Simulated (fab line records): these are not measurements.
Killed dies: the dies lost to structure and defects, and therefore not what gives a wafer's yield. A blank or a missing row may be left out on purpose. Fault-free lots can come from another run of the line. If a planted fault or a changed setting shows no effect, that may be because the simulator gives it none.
fab line records -- flow nand-harc
record lots=13, wafers=39, last-day=33
route steps=1302 shown P_BONDPAD@372 A_START@389 A_ONON_D1@436 END@1302
lots with no fault: from the same line, run without faults
start-h: the number of hours between the record's first day and the start of the first shown wafer of the lot -- wait-h: hours elapsed since this lot's preceding step -- " unchanged from the row above -- L1.1+2: several wafers, shown together as one row -- - either no value or no given start -- * or withheld: withheld -- < > ~ a bound
route shown NAME@n: a module of which the file shows steps, and the number in the route of the first -- usual: mean and standard deviation over wafers with no fault -- same: alike in all rows -- chamber/n: place in a boat -- sites: per-site readings -- _std_site: the values' standard deviation -- _edge_site: the outer-site mean with the inner-site mean subtracted -- radius-mm: for every site, how far away it sits from the centre of the wafer -- mask NAME#n: copy n -- behind: tool/chamber where the wafer was last shaped -- hold: reason for holding the lot/hours on hold/outcome of the hold -- device: names the non-switching transistor (n, p or np) -- end of line: the same wafers' tests at the end of the route -- a step without rows: its recipe alone -- killed: count of dies lost to structure and defects at first sort (not the wafer's yield) -- map: dies across one wafer; x = killed, . = not, _ = none there
set.NAME: setting as actually run; set.NAME@STEP: the setting as run at that earlier step -- model.NAME: the simulator's own value behind a step, which no gauge read
steps of the route over a sample of lots; a table a step, a row a wafer
services: when a tool's chamber went out of use (start-h, in hours from the record's first day, below 0 if earlier), for how many hours, and the reason
## steps
# step NHARC_P_BONDPAD_ETCH_24
# recipe target-depth-a=300, over-etch-frac=0.3, time-s=72.99, ion-energy-ev=150, cf4-flow-sccm=50, n2-flow-sccm=100, ar-flow-sccm=150, rf-w=300, bias-w=100, chemistry=CF4/N2
# usual bias-w=100.0/0.32, drypump-motor-current-A=5.8/0.49, oes-product-au=1.004/0.0098, rf-vpp-V=314.7/1.8, showerhead-plenum-p-Torr=2.66/0.094, throttle-valve-pct=19.795/0.0084
lot.wafer,tool,chamber,start-h,wait-h,bias-w,drypump-motor-current-A,oes-product-au,rf-hours-counter-h,rf-vpp-V,showerhead-plenum-p-Torr,throttle-valve-pct
L547.4,rie-diel-11,1,-,-,99.9,5.9,0.986,3,317.1,2.72,19.795
L547.6,rie-diel-11,2,-,-,99.9,5.9,1.008,-,319.1,2.82,19.798
L547.5,rie-diel-11,3,-,-,99.8,5.8,0.993,-,313.1,2.64,19.809
L548.4,rie-diel-12,1,-,-,100.4,5.0,0.994,1,317.6,2.73,19.793
L548.3,rie-diel-12,2,-,-,99.4,6.2,1.002,1,313.5,2.55,19.798
L548.6,rie-diel-12,0,-,-,100.2,5.3,1.003,-,314.5,2.66,19.797
L549.2,rie-diel-04,0,-,-,100.0,5.8,1.008,11,314.7,2.63,19.795
L549.1,rie-diel-04,2,-,-,100.0,5.7,0.986,10,312.7,2.48,19.805
L549.6,rie-diel-04,0,-,-,100.3,5.8,1.017,-,315.0,2.63,19.794
L550.3,rie-diel-11,1,-,-,99.8,5.9,0.997,5,314.2,2.72,19.811
L550.5,rie-diel-11,1,-,-,100.4,5.9,0.996,-,316.1,2.72,19.784
L550.6,rie-diel-11,2,-,-,99.5,5.9,1.017,-,316.1,2.82,19.790
L551.4,rie-diel-12,1,-,-,100.6,5.0,1.001,2,318.1,2.73,19.800
L551.3,rie-diel-12,3,-,-,100.0,5.5,1.024,2,311.8,2.55,19.798
L551.5,rie-diel-12,1,-,-,99.9,5.0,1.012,-,316.3,2.73,19.803
L553.1,rie-diel-11,3,-,-,99.9,5.8,1.020,6,313.2,2.64,19.802
L553.2,rie-diel-11,1,-,-,99.9,5.9,1.007,6,314.6,2.72,19.797
L553.3,rie-diel-11,2,-,-,99.8,5.9,1.000,7,316.5,2.82,19.789
L556.4,rie-diel-12,1,-,-,99.6,5.0,1.007,4,316.1,2.73,19.792
L556.3,rie-diel-12,3,-,-,100.1,5.5,1.001,3,313.5,2.55,19.790
L556.6,rie-diel-12,1,-,-,99.4,5.0,1.008,-,315.5,2.73,19.788
L557.2,rie-diel-11,2,-,-,99.4,5.9,1.014,9,318.0,2.81,19.800
L557.4,rie-diel-11,3,-,-,100.1,5.8,1.009,9,314.0,2.64,19.798
L557.6,rie-diel-11,3,-,-,100.3,5.8,1.005,-,314.8,2.64,19.805
L558.2,rie-diel-11,2,-,-,100.0,5.9,1.001,10,317.0,2.81,19.817
L558.5,rie-diel-11,2,-,-,100.0,5.9,1.013,-,317.1,2.81,19.786
L558.6,rie-diel-11,3,-,-,99.8,5.8,1.017,-,314.1,2.64,19.797
L564.4,rie-diel-11,3,-,-,100.2,5.8,0.987,2,313.4,2.64,19.793
L564.1,rie-diel-11,0,-,-,100.2,6.8,1.000,3,315.7,2.73,19.797
L564.2,rie-diel-11,2,-,-,99.6,5.9,1.011,3,318.0,2.81,19.800
L565.3,rie-diel-12,2,-,-,100.3,6.2,1.002,1,310.8,2.54,19.791
L565.1,rie-diel-12,3,-,-,99.7,5.5,1.010,0,313.2,2.55,19.799
L565.5,rie-diel-12,2,-,-,99.9,6.2,0.999,-,312.4,2.54,19.790
L569.2,rie-diel-12,3,-,-,100.3,5.5,1.005,2,311.6,2.55,19.796
L569.5,rie-diel-12,0,-,-,99.8,5.3,0.999,-,314.7,2.66,19.793
L569.6,rie-diel-12,1,-,-,100.6,5.0,0.993,-,315.4,2.73,19.790
L570.2,rie-diel-12,0,-,-,100.0,5.3,0.996,2,313.6,2.66,19.782
L570.3,rie-diel-12,1,-,-,100.1,5.0,0.995,3,316.8,2.73,19.786
L570.5,rie-diel-12,0,-,-,100.1,5.3,1.009,-,313.5,2.66,19.792
# step NHARC_P_BONDPAD_DEGAS_25
# recipe temp-c=300, time-s=60
# usual heater-power-w=455/57
lot.wafer,tool,chamber,start-h,wait-h,heater-power-w
L547.4,pvd-sputter-03,-,135.50,-,436
L547.6,pvd-sputter-03,-,135.50,-,427
L547.5,pvd-sputter-03,-,135.50,-,434
L548.4,pvd-sputter-03,-,143.01,-,445
L548.3,pvd-sputter-03,-,143.01,-,427
L548.6,pvd-sputter-03,-,143.01,-,476
L549.2,pvd-sputter-02,-,159.96,-,521
L549.1,pvd-sputter-02,-,159.96,-,483
L549.6,pvd-sputter-02,-,159.96,-,454
L550.3,pvd-sputter-01,-,164.14,-,491
L550.6,pvd-sputter-01,-,164.14,-,486
L550.5,pvd-sputter-01,-,164.14,-,342
L551.3,pvd-sputter-02,-,180.83,-,481
L551.4,pvd-sputter-02,-,180.83,-,449
L551.5,pvd-sputter-02,-,180.83,-,494
L553.2,pvd-sputter-01,-,190.78,-,331
L553.3,pvd-sputter-01,-,190.78,-,498
L553.1,pvd-sputter-01,-,190.78,-,475
L556.3,pvd-sputter-02,-,230.74,-,521
L556.4,pvd-sputter-02,-,230.74,-,455
L556.6,pvd-sputter-02,-,230.74,-,460
L557.2,pvd-sputter-03,-,234.91,-,517
L557.4,pvd-sputter-03,-,234.91,-,408
L557.6,pvd-sputter-03,-,234.91,-,517
L558.2,pvd-sputter-01,-,241.83,-,491
L558.5,pvd-sputter-01,-,241.83,-,387
L558.6,pvd-sputter-01,-,241.83,-,504
L564.1,pvd-sputter-03,-,302.75,-,468
L564.4,pvd-sputter-03,-,302.75,-,479
L564.2,pvd-sputter-03,-,302.75,-,495
L565.3,pvd-sputter-02,-,311.64,-,547
L565.1,pvd-sputter-02,-,311.64,-,448
L565.5,pvd-sputter-02,-,311.64,-,487
L569.2,pvd-sputter-02,-,358.00,-,454
L569.5,pvd-sputter-02,-,358.00,-,466
L569.6,pvd-sputter-02,-,358.00,-,490
L570.2,pvd-sputter-02,-,361.83,-,441
L570.3,pvd-sputter-02,-,361.83,-,474
L570.5,pvd-sputter-02,-,361.83,-,475
# step NHARC_A_START_INSPECT_01
# usual raw-defect-count=3.4/1.6
lot.wafer,tool,chamber,start-h,wait-h,raw-defect-count
L547.4,defect-inspect-02,-,137.68,-,0
L547.5,defect-inspect-02,-,137.68,-,2
L547.6,defect-inspect-02,-,137.68,-,1
L548.3,defect-inspect-01,-,145.32,-,4
L548.4,defect-inspect-01,-,145.32,-,4
L548.6,defect-inspect-01,-,145.32,-,1
L549.1,defect-inspect-01,-,162.14,-,3
L549.2,defect-inspect-01,-,162.14,-,4
L549.6,defect-inspect-01,-,162.14,-,3
L550.3,defect-inspect-01,-,166.49,-,3
L550.5,defect-inspect-01,-,166.49,-,1
L550.6,defect-inspect-01,-,166.49,-,1
L551.3,defect-inspect-01,-,182.90,-,4
L551.4,defect-inspect-01,-,182.90,-,2
L551.5,defect-inspect-01,-,182.90,-,1
L553.1,defect-inspect-02,-,192.87,-,1
L553.2,defect-inspect-02,-,192.87,-,7
L553.3,defect-inspect-02,-,192.87,-,4
L556.3,defect-inspect-02,-,232.84,-,3
L556.4,defect-inspect-02,-,232.84,-,4
L556.6,defect-inspect-02,-,232.84,-,4
L557.2,defect-inspect-01,-,237.02,-,0
L557.4,defect-inspect-01,-,237.02,-,5
L557.6,defect-inspect-01,-,237.02,-,3
L558.2,defect-inspect-01,-,243.91,-,5
L558.5,defect-inspect-01,-,243.91,-,3
L558.6,defect-inspect-01,-,243.91,-,4
L564.1,defect-inspect-01,-,304.82,-,4
L564.2,defect-inspect-01,-,304.82,-,4
L564.4,defect-inspect-01,-,304.82,-,7
L565.1,defect-inspect-01,-,313.71,-,4
L565.3,defect-inspect-01,-,313.71,-,2
L565.5,defect-inspect-01,-,313.71,-,3
L569.2,defect-inspect-01,-,360.05,-,4
L569.5,defect-inspect-01,-,360.05,-,1
L569.6,defect-inspect-01,-,360.05,-,1
L570.2,defect-inspect-01,-,363.90,-,4
L570.3,defect-inspect-01,-,363.90,-,5
L570.5,defect-inspect-01,-,363.90,-,2
# step NHARC_A_ONON_D1_DEP_16
# recipe target-thk-a=10000, n2-flow-sccm=2750, n2o-flow-sccm=2000, nh3-flow-sccm=500, sih4-flow-sccm=210, temp-c=400
lot.wafer,tool,chamber,start-h,wait-h
L547.4+5+6,pecvd-onon-04,0,170.89,0.2
L548.3+4+6,pecvd-onon-04,0,182.52,0.2
L549.1+2+6,pecvd-onon-04,0,198.65,0.1
L550.3+5+6,pecvd-onon-03,0,198.76,0.2
L551.3+4+5,pecvd-onon-04,0,215.11,0.2
L553.1+2+3,pecvd-onon-04,0,225.80,0.1
L557.2+4+6,pecvd-onon-03,0,271.04,0.2
L556.3+4+6,pecvd-onon-04,0,271.04,0.2
L558.2+5+6,pecvd-onon-04,0,278.69,0.1
L564.1+2+4,pecvd-onon-04,0,337.48,0.1
L565.1+3+5,pecvd-onon-04,0,349.03,0.1
L569.2+5+6,pecvd-onon-01,0,393.59,0.1
L570.2+3+5,pecvd-onon-03,0,400.22,0.1
# step NHARC_A_ONON_D1_THK_MEAS_18
# recipe thk-meas-gauge=ellipsometry
# usual thk-nm=997/12
lot.wafer,tool,chamber,start-h,wait-h,thk-nm
L547.4,film-metro-01,-,171.22,-,1008
L547.5,film-metro-01,-,171.22,-,1010
L547.6,film-metro-01,-,171.22,-,1008
L548.3,film-metro-01,-,182.91,-,1002
L548.4,film-metro-01,-,182.91,-,1003
L548.6,film-metro-01,-,182.91,-,1002
L549.1,film-metro-02,-,199.15,-,992
L549.2,film-metro-02,-,199.15,-,993
L549.6,film-metro-02,-,199.15,-,993
L550.3,film-metro-01,-,199.16,-,1000
L550.5,film-metro-01,-,199.16,-,999
L550.6,film-metro-01,-,199.16,-,1001
L551.3,film-metro-01,-,215.51,-,993
L551.4,film-metro-01,-,215.51,-,992
L551.5,film-metro-01,-,215.51,-,992
L553.1,film-metro-02,-,226.32,-,1001
L553.2,film-metro-02,-,226.32,-,1001
L553.3,film-metro-02,-,226.32,-,1002
L556.3,film-metro-01,-,271.44,-,1004
L556.4,film-metro-01,-,271.44,-,1002
L556.6,film-metro-01,-,271.44,-,1003
L557.2,film-metro-02,-,271.49,-,999
L557.4,film-metro-02,-,271.49,-,1000
L557.6,film-metro-02,-,271.49,-,1002
L558.2,film-metro-01,-,279.14,-,1025
L558.5,film-metro-01,-,279.14,-,1025
L558.6,film-metro-01,-,279.14,-,1026
L564.1,film-metro-01,-,337.99,-,991
L564.2,film-metro-01,-,337.99,-,1529
L564.4,film-metro-01,-,337.99,-,992
L565.1,film-metro-01,-,349.54,-,1000
L565.3,film-metro-01,-,349.54,-,1535
L565.5,film-metro-01,-,349.54,-,997
L569.2,film-metro-02,-,394.04,-,986
L569.5,film-metro-02,-,394.04,-,985
L569.6,film-metro-02,-,394.04,-,986
L570.2,film-metro-02,-,400.67,-,995
L570.3,film-metro-02,-,400.67,-,995
L570.5,film-metro-02,-,400.67,-,994
# step NHARC_END_SORT_01
# recipe temp-c=25
# usual killed-at-array=54/21, killed-at-other=1.0/1.2, killed-at-periphery=3.6/2.6, killed-dies=58/20, killed-open=3.3/1.9, killed-short=2.6/1.5
# same gross-dies=677
lot.wafer,tool,chamber,start-h,wait-h,killed-at-array,killed-at-other,killed-at-periphery,killed-dies,killed-open,killed-short
L564.1,prober-01,0,714.35,2.5,41,0,3,44,2,2
L564.2,prober-01,0,715.16,2.8,672,1,4,677,4,2
L564.4,prober-01,0,716.79,3.5,44,2,4,50,1,3
L565.1,prober-02,0,740.54,2.5,66,1,6,73,6,2
L565.3,prober-02,0,742.13,3.1,672,2,3,677,2,4
L565.5,prober-02,0,743.73,3.7,69,0,1,70,6,4
# killed by level:class
L564.1 A_CHANNEL_HOLE_D1:chamber-film-flake=29 A_CHANNEL_FILL_D1:chamber-film-flake=3 P_M1:chamber-film-flake=2 A_CONTACT:chamber-film-flake=2 A_CHANNEL_FILL_D1:geometric-particle:short=1 A_DECK1_JOINT:geometric-particle:open=1 A_CHANNEL_FILL_D2:geometric-particle:open=1 A_CHANNEL_FILL_D2:geometric-particle:short=1
L564.2 A_ONON_D1:area-dep=630 A_CHANNEL_HOLE_D1:chamber-film-flake=27 A_CONTACT:chamber-film-flake=5 A_BLC:chamber-film-flake=3 P_ZERO_WELL:chamber-film-flake=2 A_WL_FILL:chamber-film-flake=2 P_M0:geometric-particle:open=1 A_ONON_D1:geometric-particle:short=1
L564.4 A_CHANNEL_HOLE_D1:chamber-film-flake=29 A_CHANNEL_FILL_D1:chamber-film-flake=3 P_ZERO_WELL:chamber-film-flake=2 P_M1:chamber-film-flake=2 A_SLIT:chamber-film-flake=2 A_CONTACT:chamber-film-flake=2 A_BLC:chamber-film-flake=2 THIN_TSV:chamber-film-flake=2
L565.1 A_SLIT:chamber-film-flake=27 A_CHANNEL_HOLE_D2:chamber-film-flake=19 A_CHANNEL_HOLE_D1:chamber-film-flake=11 A_ONON_D2:geometric-particle:open=3 A_CHANNEL_FILL_D2:geometric-particle:open=2 P_ZERO_WELL:chamber-film-flake=2 P_GATE:geometric-particle:short=1 P_M1:geometric-particle:open=1
L565.3 A_ONON_D1:area-dep=614 A_SLIT:chamber-film-flake=29 A_CHANNEL_HOLE_D2:chamber-film-flake=16 A_CHANNEL_HOLE_D1:chamber-film-flake=6 A_STAIRCASE:chamber-film-flake=2 P_GATE:geometric-particle:short=1 P_CONTACT:geometric-particle:short=1 A_ONON_D1:geometric-particle:open=1
L565.5 A_SLIT:chamber-film-flake=26 A_CHANNEL_HOLE_D2:chamber-film-flake=15 A_CHANNEL_HOLE_D1:chamber-film-flake=7 A_ZERO_WELL:chamber-film-flake=3 A_STAIRCASE:chamber-film-flake=3 A_CONTACT:chamber-film-flake=3 A_CHANNEL_FILL_D2:geometric-particle:open=2 A_WL_FILL:chamber-film-flake=2
## services
tool,chamber,start-h,hours,kind
rie-diel-11,1,118.71,5.5,repair
pvd-sputter-03,-,126.10,9.1,repair
pecvd-onon-04,-,130.00,13.0,pm
rie-diel-12,0,152.37,4.6,repair
pvd-sputter-03,-,155.52,1.9,repair
rie-diel-12,-,159.39,0.7,repair
pvd-sputter-03,-,170.09,10.0,pm
rie-diel-04,-,177.97,9.0,pm
pvd-sputter-02,-,207.09,5.4,repair
pvd-sputter-01,-,226.06,10.0,pm
pecvd-onon-03,-,227.19,13.0,pm
rie-diel-11,-,255.50,9.0,pm
pvd-sputter-03,-,258.28,1.3,repair
pvd-sputter-02,-,265.04,3.3,repair
rie-diel-12,-,268.40,9.0,pm
pecvd-onon-01,-,269.27,13.0,pm
rie-diel-04,2,272.85,2.9,repair
pvd-sputter-02,-,282.00,10.0,pm
pvd-sputter-03,-,282.44,12.2,repair
pecvd-onon-04,-,311.00,13.0,pm
pvd-sputter-03,-,348.09,10.0,pm
rie-diel-11,0,365.98,6.8,repair
rie-diel-11,-,380.82,1.1,repair
rie-diel-12,1,395.11,6.4,repair
## key
first-sign step=NHARC_A_ONON_D1_THK_MEAS_18, reading=thk-nm, direction=up, sigmas=43, usual=997, struck=1532
effect step=NHARC_END_SORT_01, reading=killed-dies, direction=up, sigmas=30, usual=58, struck=677
more-kills-born-at NHARC_A_ONON_D1_DEP_16@pecvd-onon-04=1244
met-at NHARC_A_ONON_D1_DEP_16
struck-lots L564,L565
struck-wafers L564.2,L565.3
later-rows-left-out L564.2,L565.3
tester-left-out L564,L565
not-acting-at NHARC_P_BONDPAD_ETCH_24,NHARC_P_BONDPAD_DEGAS_25,NHARC_A_START_INSPECT_01
onset-between 278.69 337.48
fault kind=process-parameter-drift, tool=pecvd-onon-04, chamber=-, onset-h=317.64, steps=NHARC_A_ONON_D1_DEP_16, channel=target-thk-a, offset=*, shape=step, end-h=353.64, scope=struck-wafers-only, acts-in=*, stated=*
# tester-left-out: of these lots the tester's yield and bins aren't shown, on N5 and GAA mostly nor the transistor test; their killed dies are dies lost to structure and defects alone, not to doping, threshold or leakage, so they don't give the yield
# later-rows-left-out: the simulator's readings of these wafers behind a module that went badly wrong aren't trusted and aren't shown, but for the sort
